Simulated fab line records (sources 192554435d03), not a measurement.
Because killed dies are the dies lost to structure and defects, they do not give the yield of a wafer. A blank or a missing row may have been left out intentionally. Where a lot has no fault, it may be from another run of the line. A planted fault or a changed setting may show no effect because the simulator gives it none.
Comparing a struck lot with a sound one    flow n5Finfet    38 out of 1938 route steps
Sound: the wafers L557.1, L557.3, L557.5. Wafers struck: L571.3, L571.6. The cause is given at the end.
At each step with rows: each side's tool, then ch and its chambers, then its first start. Under that, the readings that differ: sound wafers    struck wafers    difference of the means    sigmas: that difference in standard deviations of wafers without a fault.
alike: a reading whose means differ by less than 2 such deviations, as well as words and numbers matching on both sides. not compared: withheld readings; readings where some wafer has no value; bounds like >300 that might hide an equal value; numbers whose values overlap and for which the record gives no deviation.
Wherever a step has rows on one side only, a row that says differs or no value, or a row with sigmas, the two part there. Non-overlapping numbers with no deviation appear without sigmas and do not part them. Lack of a reading on every wafer of one side parts them only where that side has two or more wafers.

first, 9 steps without rows for these wafers: N5_BEOL_M4_ANNEAL_95 (time 240 s); N5_BEOL_M4_SPUTTER_96 (material Cu, target thk 4.5 nm, time 8.29 s); N5_BEOL_M4_ECD_50 (material Cu, target thk 300 nm); N5_BEOL_M4_ANNEAL_51 (time 90 s); N5_BEOL_M4_CMP_52 (polishes, stops on SiOC, t overpolish 6.8 s, target thk 40 nm); N5_BEOL_M4_PRE_CLEAN_60 (time 15 s); N5_BEOL_M4_CO_CAP_55 (material Co, precursor CCTBA/H2, target thk 2 nm, time 102.1 s); N5_BEOL_M4_PRE_CLEAN_56 (time 15 s); N5_BEOL_M4_DEP_57 (deposits SiCN from 3MS/NH3, target thk 8 nm, time 14 s).
N5_BEOL_M4_RC_MEAS_101:
  sound on prober-01 ch 0, day 11 03:01; struck on prober-02 ch 0, day 14 09:56
reading         sound              struck       difference  sigmas
DIBL_N (mV/V)   38.9 38.8 38.1     34.6 35.2    -3.7        -2
IOFF_N (nA/um)  0.208 0.199 0.187  0.125 0.134  -0.069      -2
IOFF_P (nA/um)  0.29 0.26 0.26     0.17 0.20    -0.09       -3
VT_P (mV)       -246 -247 -246     -256 -251    -7          -2
  alike: DIBL_P, ION_N, ION_P, SS_N, SS_P, VT_N
then, 24 steps without rows for these wafers: N5_BEOL_M5_ILD_DEP_00 (deposits SiCOH lowk from DEMS/porogen, target thk 140.64 nm, time 25.9 s); N5_BEOL_M5_CURE_79 (cures SiCOH lowk, time 240 s); N5_BEOL_M5_PECVD_70 (deposits SiO2 from TEOS/O2, target thk 16 nm, time 18 s); N5_BEOL_M5_HM_DEP_02 (deposits TiN, target thk 20 nm); N5_BEOL_M5_COAT_59 (time 60 s, resist thk 60 nm); N5_BEOL_M5_COAT_60 (time 60 s, resist thk 12 nm); N5_BEOL_M5_COAT_71 (time 60 s, resist thk 5 nm); N5_BEOL_M5_COAT_05 (resist thk 30 nm); N5_BEOL_M5_EBR_07; N5_BEOL_M5_SOFTBAKE_06 (time 60 s); N5_BEOL_M5_EXPOSE_08 (exposes mask M5, target cd 28 nm); N5_BEOL_M5_PEB_09 (peb time 60 s); N5_BEOL_M5_DEVELOP_10 (develop time 30 s); N5_BEOL_M5_DESCUM_16 (chemistry O2, time 7 s); N5_BEOL_M5_ETCH_72 (etches underlayer in N2/H2, target depth 6.5 nm, time 5.2 s); N5_BEOL_M5_ETCH_61 (etches SiARC in CF4, target depth 15.6 nm, time 26 s); N5_BEOL_M5_ETCH_62 (etches SOC in N2/H2, target depth 75 nm, overetch 15 nm, time 112.5 s); N5_BEOL_M5_STRIP_63 (strips in N2/H2); N5_BEOL_M5_STRIP_73 (strips in N2/H2); N5_BEOL_M5_STRIP_64 (strips in CF4); N5_BEOL_M5_HM_OPEN_17 (chemistry Cl2/BCl3, target TiN, target depth 20 nm, overetch 6 nm); N5_BEOL_M5_STRIP_19 (strips in O2); N5_BEOL_M5_COAT_65 (time 60 s, resist thk 60 nm); N5_BEOL_M5_COAT_66 (time 60 s, resist thk 12 nm).
N5_BEOL_M8_CMP_52: polishes, stops on SiCOH lowk, t overpolish 6.9 s, target thk 80 nm.
  sound on cmp-03 ch 0,1,3, day 12 16:24; struck on cmp-03 ch 2,3, day 16 05:50
reading                    sound              struck       difference  sigmas
barrierFieldEndpointS (s)  29.3 27.9 28.2     46.9 46.9    +18.4       +22
overpolishRunS (s)         6.902 6.912 6.899  0.036 0.039  -6.867      -99 or more
timeToEndpointS (s)        64 55 57           82 81        +23         +7
  alike: clearingPlatenDownForcePsi, edgeZonePressureFrac, motorCurrentA
N5_BEOL_M8_THK_MEAS_53: measures by xrf.
  sound on filmMetro-01 at day 12 16:37; struck on filmMetro-02 at day 16 06:05
reading      sound           struck       difference  sigmas
M8_THK (nm)  81.6 77.0 80.7  189.4 182.8  +106.3      +48
N5_BEOL_M8_INSPECT_58: inspects for defects (darkfield).
  sound on defectInspect-01 at day 12 16:47; struck on defectInspect-01 at day 16 06:15
reading         sound      struck     difference  sigmas
rawDefectCount  91 117 60  1147 1111  +1040       +58
-- the record jumps here: 3 days lie between the struck wafers' starts before and after (it left off in module BEOL_M8 and takes up again in module PASSIVATION, whose first step shown is number 1936 of the route) --
N5_PASSIVATION_PROBE_49:
  sound on prober-02 at day 15 10:04; struck on prober-02 at day 18 22:23
reading                 sound           struck     difference  sigmas
defectLimitedYield (%)  91.5 91.1 90.3  0 0        -91         -65
killed_at_M4_up         11 12 6         1095 1096  +1086       +99 or more
killedDies              100 105 115     1180 1180  +1073       +63
killedOnRim             12 14 21        152 152    +136        +36
sortNPass               1080 1075 1065  0 0        -1073       -63
sortYieldPct (%)        91.5 91.1 90.3  0 0        -91         -65
  alike: killed_at_M0_to_M3, killedAtContacts, killedAtFrontEnd, killedAtOther, killedOpen, killedShort, sort_bin_5_function, sort_bin_6_memory

== WHERE THEY PART ==
Earliest at N5_BEOL_M4_RC_MEAS_101; latest, in this record, at N5_PASSIVATION_PROBE_49.

WHY: whatever the simulator had introduced
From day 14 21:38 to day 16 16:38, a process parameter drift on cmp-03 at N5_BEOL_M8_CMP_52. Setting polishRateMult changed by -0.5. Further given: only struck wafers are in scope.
